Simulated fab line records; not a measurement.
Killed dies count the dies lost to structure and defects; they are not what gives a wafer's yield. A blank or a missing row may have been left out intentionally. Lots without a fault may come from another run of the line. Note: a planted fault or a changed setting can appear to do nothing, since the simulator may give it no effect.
A lot that was struck, set against a sound lot + flow n5-finfet + 38 out of 1938 route steps
Sound: the wafers L711.3, L711.5, L711.6. The struck wafers were L716.2, L716.4, L716.5. The cause is named last.
Order at every step that has rows: each side's tool, ch and its chambers, its first start. Under that, the readings that differ: sound wafers + struck wafers + difference of the means + sigmas: that difference in standard deviations of wafers without a fault.
alike: a reading whose means differ by less than 2 such deviations, as well as words and numbers matching on both sides. not compared: withheld readings; readings where some wafer has no value; bounds like >300 that might hide an equal value; numbers whose values overlap and for which the record gives no deviation.
Wherever a step has rows on one side only, a row that says differs or no value, or a row with sigmas, the two part there. Non-overlapping numbers with no deviation appear without sigmas and do not part them. A reading missing from all wafers of one side parts the sides only when that side holds two or more wafers.

first, 12 steps without rows for these wafers: N5_SD_EPI_P_STRIP_38 (strips in N2/H2); N5_SD_EPI_P_ETCHBACK_46 (etches SiNx in CH3F/O2, stops on SiO2, target depth 17.5 nm); N5_SD_EPI_P_ETCH_47 (etches SiOCN in CH3F/O2, target depth 25 nm); N5_SD_EPI_P_ETCH_16 (etches SiO2 in CHF3/O2, target depth 5 nm); N5_SD_EPI_P_STRIP_50 (strips in CHF3/O2); N5_SD_EPI_P_SD_RECESS_17 (chemistry HBr/Cl2/O2, target depth 39.1 nm, bt time 3 s); N5_SD_EPI_P_WET_ETCH_45 (etches SiO2 in dHF, time 10.7 s, target depth 2 nm, rinse time 30 s); N5_SD_EPI_P_STRIP_40 (strips in N2/H2); N5_SD_EPI_P_PRECLEAN_52 (cleans in O3/DIW, time 60 s); N5_SD_EPI_P_SRD_20 (time 30 s); N5_SD_EPI_P_PRECLEAN_51 (cleans in NF3:NH3, afs cycles 1, time 20 s, sublimation time 60 s); N5_SD_EPI_P_VAPOR_ETCH_44 (etches SiGe30 in NF3/Ar, time 3.3 s).
N5_SD_EPI_P_EPI_21: deposits SiGe:B, time 355 s.
  sound on epi-rpcvd-01 ch 0, day 3 21:48; struck on epi-rpcvd-01 ch 0, day 5 04:04
| reading                                     | sound             | struck            | difference | sigmas |
|---------------------------------------------|-------------------|-------------------|------------|--------|
| chamber-pressure-Torr (Torr)                | 20.09 20.11 20.09 | 19.97 19.99 20.03 | -0.10      | -2     |
| model.SiGe-B_of_SD_EPI_P_EPI_21.thk-nm (nm) | 61.4 61.4 62.2    | 43.6 43 43.8      | -18.2      |        |
N5_SD_EPI_P_EPI_MEAS_23:
  sound on film-metro-01, day 3 23:17; struck on film-metro-02, day 5 05:55
| reading     | sound          | struck         | difference | sigmas |
|-------------|----------------|----------------|------------|--------|
| thk-nm (nm) | 60.4 62.9 63.3 | 43.6 42.7 43.7 | -18.9      | -16    |
then, 8 steps without rows for these wafers: N5_SD_EPI_P_HM_STRIP_48 (strips SiNx in H3PO4, material SiNx, target depth 3 nm); N5_SD_EPI_P_SRD_49 (time 30 s); N5_SD_EPI_P_PRECLEAN_24 (cleans in O3/DIW, time 45 s); N5_SD_EPI_P_PRECLEAN_32 (cleans in dHF, time 10 s); N5_SD_EPI_P_PRECLEAN_33 (cleans in SC2, time 45 s); N5_SD_EPI_P_SRD_25 (time 30 s); N5_SD_ACTIVATION_RTA_00 (time 0 s); N5_SD_ACTIVATION_LSA_01 (time 0.0008 s).
N5_SD_ACTIVATION_RS_MEAS_03: measures by four-point-probe.
  sound on film-metro-02, day 3 23:56; struck on film-metro-01, day 5 06:32
| reading          | sound          | struck         | difference | sigmas |
|------------------|----------------|----------------|------------|--------|
| RS_SD_P (ohm/sq) | 55.3 55.7 54.9 | 78.2 79.3 78.4 | +23.3      | +33    |
  alike: RS_SD_N
then, 12 steps without rows for these wafers: N5_ILD0_LINER_00 (material SiNx, target thk 4 nm, pulse time 1 s, purge time 2 s); N5_ILD0_FCVD_FILL_01 (material SiO2 flowable, target thk 200 nm, time 328.3 s); N5_ILD0_CURE_02 (time 1800 s); N5_ILD0_CMP_03 (polishes, stops on SiNx, t overpolish 1.9 s, target thk 197.38 nm); N5_ILD0_CMP_07 (polishes SiO2 flowable, stops on poly-Si, t overpolish 1.18 s, target thk 138.88 nm); N5_ILD0_PRECLEAN_10 (cleans in NF3:NH3, afs cycles 5, time 20 s, sublimation time 60 s); N5_ILD0_ALD_15 (deposits SiNx, target thk 24 nm, pulse time 1 s, ald cycles 480); N5_ILD0_CMP_12 (polishes SiNx, stops on poly-Si, t overpolish 6 s, target thk 17.67 nm); N5_SDB_HM_DEP_00 (deposits SiNx from SiH4/NH3/N2, target thk 40 nm, time 35.3 s); N5_SDB_COAT_03 (time 60 s, resist thk 100 nm); N5_SDB_COAT_04 (time 60 s, resist thk 18 nm); N5_SDB_COAT_05 (resist thk 90 nm).
N5_MOL_CONTACT_COAG_ETCH_110: etches Si in CF4/O2, target depth 2.5 nm, time 8 s.
  sound on rie-diel-04 ch 0,3, day 5 08:18; struck on rie-diel-04 ch 1,2, day 6 11:23
| reading                                     | sound          | struck       | difference | sigmas |
|---------------------------------------------|----------------|--------------|------------|--------|
| drypump-motor-current-A (A)                 | 6.5 6.5 6.4    | 5.3 5.4 5.3  | -1.1       | -3     |
| model.SiGe-B_of_SD_EPI_P_EPI_21.thk-nm (nm) | 58.4 58.4 59.2 | 41.6 41 41.8 | -17.2      |        |
  alike: oes-product-au, rf-vpp-V, showerhead-plenum-p-Torr, throttle-valve-pct
  not compared: rf-hours-counter-h
-- a jump in the record: the struck wafers' starts before and after are 5 days apart (it breaks off in module MOL_CONTACT_COAG and resumes in module BEOL_M4, where the first step shown is number 1111 of the route) --
N5_BEOL_M4_RC_MEAS_101:
  sound on prober-02 ch 0, day 11 02:54; struck on prober-02 ch 0, day 11 14:59
| reading          | sound                | struck               | difference | sigmas |
|------------------|----------------------|----------------------|------------|--------|
| DIBL_P (mV/V)    | 34.3 36.4 36.1       | 38.8 38.5 39.8       | +3.4       | +2     |
| ION_P (uA/um)    | 461 463 465          | 431 427 437          | -31        | -5     |
| REXT_P (ohm.um)  | 101.5 101.0 101.5    | 115.8 115.0 115.4    | +14.1      | +7     |
| RS_SD_P (ohm/sq) | 65.9 65.5 64.5       | 92.4 93.7 92.8       | +27.7      | +31    |
| VT_P (mV)        | -254 -253 -252       | -264 -266 -261       | -11        | -3     |
| VT_P_LVT (mV)    | -101.7 -100.6 -100.2 | -113.3 -112.9 -111.6 | -11.8      | -4     |
  alike: DIBL_N, IOFF_N, IOFF_P, ION_N, SS_N, SS_P, VT_N
-- here the record skips 4 days between the struck wafers' starts before and after, leaving off in module BEOL_M4 and picking up in module PASSIVATION (first step shown: number 1936 of the route) --
N5_PASSIVATION_PROBE_49:
  sound on prober-01, day 15 05:41; struck on prober-01, day 15 17:28
| reading                  | sound          | struck           | difference | sigmas |
|--------------------------|----------------|------------------|------------|--------|
| defect-limited-yield (%) | 92.7 92.5 94.6 | 90.3 91.6 89.3   | -2.9       | -2     |
| killed-at-front-end      | 28 18 18       | 46 32 64         | +26        | +2     |
| killed-dies              | 86 89 64       | 114 99 126       | +33        | +2     |
| sort_bin_8_speed (%)     | 0 0 0          | 16.95 22.46 2.12 | +13.84     |        |
| sort-n-pass              | 1094 1091 1116 | 866 816 1029     | -197       | -13    |
| sort-yield-pct (%)       | 92.7 92.5 94.6 | 73.4 69.2 87.2   | -16.7      | -13    |
  alike: killed_at_M0_to_M3, killed_at_M4_up, killed-at-contacts, killed-at-other, killed-open, killed-short, sort_bin_5_function, sort_bin_6_memory

== WHERE THEY PART ==
First at N5_SD_EPI_P_EPI_21; last, within this record, at N5_PASSIVATION_PROBE_49.

WHY: the cause the simulator had injected
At N5_SD_EPI_P_EPI_21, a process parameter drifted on epi-rpcvd-01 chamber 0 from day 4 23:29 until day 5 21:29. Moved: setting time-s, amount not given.
